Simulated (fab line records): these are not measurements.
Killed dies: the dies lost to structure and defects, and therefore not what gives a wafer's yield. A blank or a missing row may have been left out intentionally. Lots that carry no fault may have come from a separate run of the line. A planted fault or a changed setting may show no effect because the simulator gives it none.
Which tool did it? + flow n5Finfet + 12 lots, 36 wafers sampled, at 2 steps of a route of 1938

WHAT THE GAUGES READ, wafer by wafer
N5_BEOL_M5_OVL_MEAS_29.
| lot  | measured     | on         | V4_OVL (nm)    |
|------|--------------|------------|----------------|
| L075 | day 8 12:30  | overlay-01 | -0.3 -0.9 -0.4 |
| L077 | day 9 02:52  | overlay-01 | 0.2 -0.3 0.3   |
| L080 | day 9 13:13  | overlay-02 | -1.1 -0.9 -0.6 |
| L081 | day 9 21:56  | overlay-02 | -1.7 0.6 -1.0  |
| L082 | day 10 11:23 | overlay-02 | -0.8 -1.0 -0.5 |
| L085 | day 10 23:18 | overlay-02 | -1.6 -1.5 -0.6 |
| L087 | day 11 18:17 | overlay-02 | -0.2 -0.1 -0.8 |
| L088 | day 12 20:31 | overlay-02 | -0.9 -0.8 -1.3 |
| L091 | day 13 01:52 | overlay-02 | -1.2 1.1 -0.4  |
| L093 | day 13 09:13 | overlay-02 | -1.6 -0.2 -0.6 |
| L095 | day 14 01:01 | overlay-01 | 0.4 0.4 0.0    |
| L096 | day 14 11:56 | overlay-02 | 0.5 -1.3 -1.4  |

WHICH TOOL RAN EACH LOT (tool, then ch and the chambers of the sampled wafers, then the start)
| lot  | N5_BEOL_M5_ETCH_72                |
|------|-----------------------------------|
| L075 | rieDiel-02 ch 0,2, day 8 07:15    |
| L077 | rieDiel-06 ch 1,2,3, day 9 02:00  |
| L080 | rieDiel-04 ch 0,2, day 9 12:09    |
| L081 | rieDiel-02 ch 2,3, day 9 21:07    |
| L082 | rieDiel-04 ch 1,3, day 10 09:28   |
| L085 | rieDiel-02 ch 0,2, day 10 22:28   |
| L087 | rieDiel-06 ch 0,1,2, day 11 13:20 |
| L088 | rieDiel-02 ch 0,2,3, day 12 19:45 |
| L091 | rieDiel-04 ch 0,3, day 13 01:00   |
| L093 | rieDiel-02 ch 0,1,2, day 13 03:22 |
| L095 | rieDiel-06 ch 0,2,3, day 13 23:44 |
| L096 | rieDiel-06 ch 0,1,3, day 14 10:46 |
- N5_BEOL_M5_ETCH_72: etches underlayer in N2/H2, target depth 6.5 nm, time 5.2 s.

THE ANSWER, worked out from the rows above alone
Rule: the lots themselves supply what counts as usual. Put in order of their means at a reading, lots are off if they are a third of the lots or fewer, leave a main group of 4 or more, and stand apart from it by a gap of 3 or more times the standard deviation of the main group's means; of several such gaps the widest counts. If all means in a main group match to the digits the tables above print for the reading, that group is not used. Also off: a lot with no number at a reading for which 4 or more lots have one. The other lots that the step has rows for count as sound.
Across all readings shown, no lot is off: no conclusion can be drawn from this.

WHAT THE SIMULATOR HAD INSERTED
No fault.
